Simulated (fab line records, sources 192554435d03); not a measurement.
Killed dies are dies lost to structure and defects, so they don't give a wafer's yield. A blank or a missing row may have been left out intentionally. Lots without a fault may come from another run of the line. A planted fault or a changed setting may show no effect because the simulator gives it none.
Matching of chambers    flow n5 finfet    N5_FIN_CUT_STRIP_24 on rie diel-03: 4 sister chambers
The step strips in CF4. 14 wafers are shown with their chamber, then 7 later ones without.

## WAFERS WITH THEIR CHAMBER
wafer   chamber  drypump motor current A (A)  showerhead plenum p Torr (Torr)  throttle valve pct (%)
L074.3  3        5.30                         1.73                             13.63
L074.4  0        5.42                         1.68                             13.55
L074.6  0        5.46                         1.68                             13.56
L080.2  3        5.30                         1.72                             13.67
L080.3  2        5.42                         1.67                             13.32
L080.4  1        6.09                         1.76                             13.20
L084.1  0        5.47                         1.68                             13.58
L084.5  1        6.07                         1.76                             13.25
L084.6  0        5.46                         1.68                             13.56
L087.2  0        5.40                         1.67                             13.60
L087.4  2        5.40                         1.67                             13.34
L087.5  3        5.30                         1.72                             13.70
L088.3  2        5.44                         1.66                             13.35
L088.4  3        5.26                         1.72                             13.72

SIGNATURES (means of the wafers above)
reading                   chamber 0  chamber 1  chamber 2  chamber 3  scatter within a chamber
drypump motor current A   5.4420     6.0800     5.4200     5.2900     0.0242
showerhead plenum p Torr  1.6780     1.7600     1.6667     1.7225     0.00471
throttle valve pct        13.5700    13.2250    13.3367    13.6800    0.0281
Rule: distance of a wafer from a chamber = root of the sum over the readings of ((wafer's reading minus chamber's mean) / reading's scatter) squared. If the next closest chamber is less than 2 further off than the closest, the wafer can't be placed; otherwise it belongs to the closest. The scatter: take each reading less its chamber's mean, square it, sum over the shown wafers, divide by the number of wafers less the number of chambers, and take the root.

## WAFERS WHOSE CHAMBER IS MISSING
wafer   drypump motor current A (A)  showerhead plenum p Torr (Torr)  throttle valve pct (%)
L088.6  5.40                         1.66                             13.36
L095.4  5.42                         1.66                             13.38
L095.5  5.41                         1.66                             13.38
L095.6  6.08                         1.76                             13.29
L096.2  5.44                         1.67                             13.63
L096.4  5.41                         1.66                             13.38
L096.6  5.41                         1.66                             13.40

## WHICH CHAMBER EACH ONE RAN IN
wafer   from the rows above  in truth
L088.6  2                    2
L095.4  2                    2
L095.5  2                    2
L095.6  1                    1
L096.2  0                    0
L096.4  2                    2
L096.6  2                    2
Correctly placed: 7 of 7. Left unplaced by these rows: 0. Placed wrongly: 0.
